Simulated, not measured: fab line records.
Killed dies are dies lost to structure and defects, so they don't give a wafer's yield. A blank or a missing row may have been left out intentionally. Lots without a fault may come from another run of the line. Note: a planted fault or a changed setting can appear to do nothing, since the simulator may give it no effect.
Lot-split experiment / flow n5Finfet / on a route of 1938 steps: 7 lots, 39 wafers read

## ABOUT THE SPLIT
At N5_BEOL_M15_DEP_53 (deposits SiCN from 3MS/NH3, target thk 50 nm, time 17.8 s), the setting timeS was moved away from the recipe's 17.8 s on 12 of the 39 wafers read, by -27.6% to +59.8%. The other wafers ran this setting at the recipe's value.

The split's own step is where the reading is taken.

## THE READING
SiCN_of_BEOL_M15_DEP_53.thkNm (the simulator's own value, which no gauge read), in nm, at N5_BEOL_M15_DEP_53 (deposits SiCN from 3MS/NH3, target thk 50 nm, time 17.8 s). No usual value for it is given in the file. Average 49.9 nm, standard deviation 0.72 nm, over the 27 wafers here run with the recipe.

wafer=L086.1; tool, chamber at the split=pecvd-04, 1; timeS as run, s=26; against the recipe=+46.1%; SiCN_of_BEOL_M15_DEP_53.thkNm, nm=70.6; against lot-mates on the recipe=+20.7
wafer=L086.2; tool, chamber at the split=pecvd-04, 0; timeS as run, s=26; against the recipe=+46.1%; SiCN_of_BEOL_M15_DEP_53.thkNm, nm=71.4; against lot-mates on the recipe=+21.5
wafer=L086.3; tool, chamber at the split=pecvd-04, 2,0; timeS as run, s=17.8; against the recipe=recipe; SiCN_of_BEOL_M15_DEP_53.thkNm, nm=49.8; against lot-mates on the recipe=-
wafer=L086.4; tool, chamber at the split=pecvd-04, 2,0; timeS as run, s=17.8; against the recipe=recipe; SiCN_of_BEOL_M15_DEP_53.thkNm, nm=49.8; against lot-mates on the recipe=-
wafer=L086.5; tool, chamber at the split=pecvd-04, 1; timeS as run, s=17.8; against the recipe=recipe; SiCN_of_BEOL_M15_DEP_53.thkNm, nm=50.2; against lot-mates on the recipe=-
wafer=L086.6; tool, chamber at the split=pecvd-04, 2; timeS as run, s=26; against the recipe=+46.1%; SiCN_of_BEOL_M15_DEP_53.thkNm, nm=72.4; against lot-mates on the recipe=+22.5
wafer=L087.2; tool, chamber at the split=pecvd-01, 1,2; timeS as run, s=17.8; against the recipe=recipe; SiCN_of_BEOL_M15_DEP_53.thkNm, nm=50.6; against lot-mates on the recipe=-
wafer=L087.4; tool, chamber at the split=pecvd-01, 1,2; timeS as run, s=17.8; against the recipe=recipe; SiCN_of_BEOL_M15_DEP_53.thkNm, nm=50.6; against lot-mates on the recipe=-
wafer=L087.6; tool, chamber at the split=pecvd-01, 1; timeS as run, s=17.8; against the recipe=recipe; SiCN_of_BEOL_M15_DEP_53.thkNm, nm=51.4; against lot-mates on the recipe=-
wafer=L090.1; tool, chamber at the split=pecvd-02, 0; timeS as run, s=17.8; against the recipe=recipe; SiCN_of_BEOL_M15_DEP_53.thkNm, nm=50; against lot-mates on the recipe=-
wafer=L090.2; tool, chamber at the split=pecvd-02, 1; timeS as run, s=17.8; against the recipe=recipe; SiCN_of_BEOL_M15_DEP_53.thkNm, nm=49.4; against lot-mates on the recipe=-
wafer=L090.3; tool, chamber at the split=pecvd-02, 2; timeS as run, s=17.8; against the recipe=recipe; SiCN_of_BEOL_M15_DEP_53.thkNm, nm=49.6; against lot-mates on the recipe=-
wafer=L090.4; tool, chamber at the split=pecvd-02, 0; timeS as run, s=17.8; against the recipe=recipe; SiCN_of_BEOL_M15_DEP_53.thkNm, nm=51; against lot-mates on the recipe=-
wafer=L090.5; tool, chamber at the split=pecvd-02, 1; timeS as run, s=17.8; against the recipe=recipe; SiCN_of_BEOL_M15_DEP_53.thkNm, nm=50.2; against lot-mates on the recipe=-
wafer=L090.6; tool, chamber at the split=pecvd-02, 2; timeS as run, s=17.8; against the recipe=recipe; SiCN_of_BEOL_M15_DEP_53.thkNm, nm=50.6; against lot-mates on the recipe=-
wafer=L094.1; tool, chamber at the split=pecvd-01, 0,2; timeS as run, s=17.8; against the recipe=recipe; SiCN_of_BEOL_M15_DEP_53.thkNm, nm=48.8; against lot-mates on the recipe=-
wafer=L094.2; tool, chamber at the split=pecvd-01, 0,2; timeS as run, s=17.8; against the recipe=recipe; SiCN_of_BEOL_M15_DEP_53.thkNm, nm=48.8; against lot-mates on the recipe=-
wafer=L094.3; tool, chamber at the split=pecvd-01, 2,0; timeS as run, s=17.8; against the recipe=recipe; SiCN_of_BEOL_M15_DEP_53.thkNm, nm=49.6; against lot-mates on the recipe=-
wafer=L094.6; tool, chamber at the split=pecvd-01, 2,0; timeS as run, s=17.8; against the recipe=recipe; SiCN_of_BEOL_M15_DEP_53.thkNm, nm=49.6; against lot-mates on the recipe=-
wafer=L094.4; tool, chamber at the split=pecvd-01, 0; timeS as run, s=17.8; against the recipe=recipe; SiCN_of_BEOL_M15_DEP_53.thkNm, nm=50.2; against lot-mates on the recipe=-
wafer=L094.5; tool, chamber at the split=pecvd-01, 2; timeS as run, s=17.8; against the recipe=recipe; SiCN_of_BEOL_M15_DEP_53.thkNm, nm=49.4; against lot-mates on the recipe=-
wafer=L095.1; tool, chamber at the split=pecvd-04, 1; timeS as run, s=17.8; against the recipe=recipe; SiCN_of_BEOL_M15_DEP_53.thkNm, nm=48; against lot-mates on the recipe=-
wafer=L095.2; tool, chamber at the split=pecvd-04, 2; timeS as run, s=17.8; against the recipe=recipe; SiCN_of_BEOL_M15_DEP_53.thkNm, nm=49.4; against lot-mates on the recipe=-
wafer=L095.3; tool, chamber at the split=pecvd-04, 0; timeS as run, s=12.89; against the recipe=-27.6%; SiCN_of_BEOL_M15_DEP_53.thkNm, nm=36; against lot-mates on the recipe=-13.3
wafer=L095.4; tool, chamber at the split=pecvd-04, 0; timeS as run, s=17.8; against the recipe=recipe; SiCN_of_BEOL_M15_DEP_53.thkNm, nm=50.4; against lot-mates on the recipe=-
wafer=L095.5; tool, chamber at the split=pecvd-04, 1; timeS as run, s=12.89; against the recipe=-27.6%; SiCN_of_BEOL_M15_DEP_53.thkNm, nm=35.6; against lot-mates on the recipe=-13.7
wafer=L095.6; tool, chamber at the split=pecvd-04, 2; timeS as run, s=12.89; against the recipe=-27.6%; SiCN_of_BEOL_M15_DEP_53.thkNm, nm=36.8; against lot-mates on the recipe=-12.5
wafer=L096.1; tool, chamber at the split=pecvd-02, 0; timeS as run, s=17.8; against the recipe=recipe; SiCN_of_BEOL_M15_DEP_53.thkNm, nm=50.8; against lot-mates on the recipe=-
wafer=L096.2; tool, chamber at the split=pecvd-02, 1,2; timeS as run, s=26.78; against the recipe=+50.4%; SiCN_of_BEOL_M15_DEP_53.thkNm, nm=74; against lot-mates on the recipe=+23.5
wafer=L096.3; tool, chamber at the split=pecvd-02, 1,2; timeS as run, s=26.78; against the recipe=+50.4%; SiCN_of_BEOL_M15_DEP_53.thkNm, nm=74; against lot-mates on the recipe=+23.5
wafer=L096.4; tool, chamber at the split=pecvd-02, 2,1; timeS as run, s=17.8; against the recipe=recipe; SiCN_of_BEOL_M15_DEP_53.thkNm, nm=50.4; against lot-mates on the recipe=-
wafer=L096.5; tool, chamber at the split=pecvd-02, 2,1; timeS as run, s=17.8; against the recipe=recipe; SiCN_of_BEOL_M15_DEP_53.thkNm, nm=50.4; against lot-mates on the recipe=-
wafer=L096.6; tool, chamber at the split=pecvd-02, 0; timeS as run, s=26.78; against the recipe=+50.4%; SiCN_of_BEOL_M15_DEP_53.thkNm, nm=75.4; against lot-mates on the recipe=+24.9
wafer=L097.1; tool, chamber at the split=pecvd-02, 2; timeS as run, s=17.8; against the recipe=recipe; SiCN_of_BEOL_M15_DEP_53.thkNm, nm=49.6; against lot-mates on the recipe=-
wafer=L097.2; tool, chamber at the split=pecvd-02, 0; timeS as run, s=28.44; against the recipe=+59.8%; SiCN_of_BEOL_M15_DEP_53.thkNm, nm=78.4; against lot-mates on the recipe=+28.8
wafer=L097.3; tool, chamber at the split=pecvd-02, 1; timeS as run, s=28.44; against the recipe=+59.8%; SiCN_of_BEOL_M15_DEP_53.thkNm, nm=77.6; against lot-mates on the recipe=+28.0
wafer=L097.4; tool, chamber at the split=pecvd-02, 0; timeS as run, s=17.8; against the recipe=recipe; SiCN_of_BEOL_M15_DEP_53.thkNm, nm=49.8; against lot-mates on the recipe=-
wafer=L097.5; tool, chamber at the split=pecvd-02, 2; timeS as run, s=28.44; against the recipe=+59.8%; SiCN_of_BEOL_M15_DEP_53.thkNm, nm=79.6; against lot-mates on the recipe=+30.0
wafer=L097.6; tool, chamber at the split=pecvd-02, 1; timeS as run, s=17.8; against the recipe=recipe; SiCN_of_BEOL_M15_DEP_53.thkNm, nm=49.4; against lot-mates on the recipe=-
When a row names more than one chamber, that row covers several wafers, and the file does not tell which wafer ran in which chamber.

THE FIT
A straight line over all 39 wafers: SiCN_of_BEOL_M15_DEP_53.thkNm changes by +0.481 nm for each +1% of timeS; r = +1.00; the points scatter about the line by 0.77 nm.
The same after taking each lot's own level away (the mean of its wafers on the recipe; 39 wafers): +0.477 nm for each +1%; r = +1.00; scatter 0.61 nm.
Per that fit: largest timeS move, reading shift of 29 nm.
The lots' own levels span 49.27 to 50.87 nm, that is 2.2 times the standard deviation above.
Hence the lot-to-lot level has little effect on the slope; both slopes agree.
Check: with one of the wafers moved furthest among these (+59.8%) left out of the fit, the line predicts +28.4 nm for it against its lot-mates. It came out at +28.8 nm against them.

## FILE'S OWN FIT
SiCN_of_BEOL_M15_DEP_53.thkNm changes by +0.477 nm for each +1% of timeS, r = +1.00.
